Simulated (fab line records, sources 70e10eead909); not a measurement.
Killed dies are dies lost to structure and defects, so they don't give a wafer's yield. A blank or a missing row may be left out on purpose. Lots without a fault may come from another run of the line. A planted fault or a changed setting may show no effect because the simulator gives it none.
Which tool did it? | flow nand_harc | 14 lots, 42 wafers sampled, at 2 steps of a route of 1159

WHAT THE GAUGES READ, wafer by wafer
NHARC_A_CONTACT_INSPECT_23.
lot  | measured     | on                | raw_defect_count
L219 | day 18 03:07 | defect_inspect-01 | 553 299 270
L220 | day 18 06:19 | defect_inspect-02 | 362 305 274
L221 | day 18 07:31 | defect_inspect-01 | 456 409 473
L223 | day 19 10:44 | defect_inspect-01 | 397 561 412
L222 | day 19 10:46 | defect_inspect-02 | 259 284 412
L224 | day 19 16:51 | defect_inspect-02 | 317 250 338
L226 | day 19 20:40 | defect_inspect-02 | 414 312 553
L228 | day 20 03:40 | defect_inspect-01 | 263 307 224
L229 | day 21 16:59 | defect_inspect-01 | 384 329 612
L233 | day 22 06:23 | defect_inspect-01 | 339 411 298
L236 | day 22 07:08 | defect_inspect-01 | 610 434 499
L235 | day 23 08:45 | defect_inspect-01 | 780 561 625
L240 | day 23 09:29 | defect_inspect-01 | 415 463 505
L231 | day 23 15:36 | defect_inspect-01 | 801 633 677

NHARC_A_BLC_CD_MEAS_19.
lot  | measured     | on        | cd_nm (nm)
L219 | day 18 04:40 | cd_sem-02 | 97.6 94.7 98.8
L220 | day 18 07:59 | cd_sem-02 | 98.8 102.6 100.4
L221 | day 18 09:05 | cd_sem-02 | 100.5 99.3 97.9
L223 | day 19 12:16 | cd_sem-01 | 101.3 97.0 106.1
L222 | day 19 12:26 | cd_sem-02 | 102.0 101.3 103.6
L224 | day 19 18:32 | cd_sem-02 | 98.0 99.6 94.5
L226 | day 19 22:20 | cd_sem-01 | 102.3 96.2 99.7
L228 | day 20 05:28 | cd_sem-03 | 98.4 99.3 100.5
L229 | day 21 18:38 | cd_sem-01 | 101.0 105.0 102.1
L233 | day 22 08:02 | cd_sem-03 | 97.8 99.6 98.3
L236 | day 22 08:49 | cd_sem-01 | 98.6 102.3 103.0
L235 | day 23 10:25 | cd_sem-03 | 98.2 100.2 96.7
L240 | day 23 11:20 | cd_sem-03 | 99.8 99.3 102.6
L231 | day 23 17:16 | cd_sem-03 | 102.2 104.2 102.7

WHICH TOOL RAN EACH LOT (tool, then ch and the chambers of the sampled wafers, then the start)
The record holds no process step before these readings.

WHAT THE TOOLS THEMSELVES READ (means of the sampled wafers that have a number; where no wafer has one, the mark that the record gives instead)
The record holds no such reading with a usual standard deviation.

THE ANSWER, worked out from the rows above alone
Rule: what is usual is taken from the lots themselves. Put in order of their means at a reading, lots are off if they are a third of the lots or fewer, leave a main group of 4 or more, and stand apart from it by a gap of 3 or more times the standard deviation of the main group's means; of several such gaps the widest counts. A main group whose means are all the same, to the digits that the tables above print for the reading, isn't used. A lot without any number at a reading at which 4 lots or more have one is off too. The other lots that the step has rows for count as sound. The gauges are gone through in route order, then the tools' own readings, and for those a lot's mean is taken as printed above. The first step at which some lot is off is used, and at that step the reading that is off furthest; a lot without a number counts as furthest.
No lot is off at any reading shown: from this, nothing can be told.

WHAT THE SIMULATOR HAD PUT IN
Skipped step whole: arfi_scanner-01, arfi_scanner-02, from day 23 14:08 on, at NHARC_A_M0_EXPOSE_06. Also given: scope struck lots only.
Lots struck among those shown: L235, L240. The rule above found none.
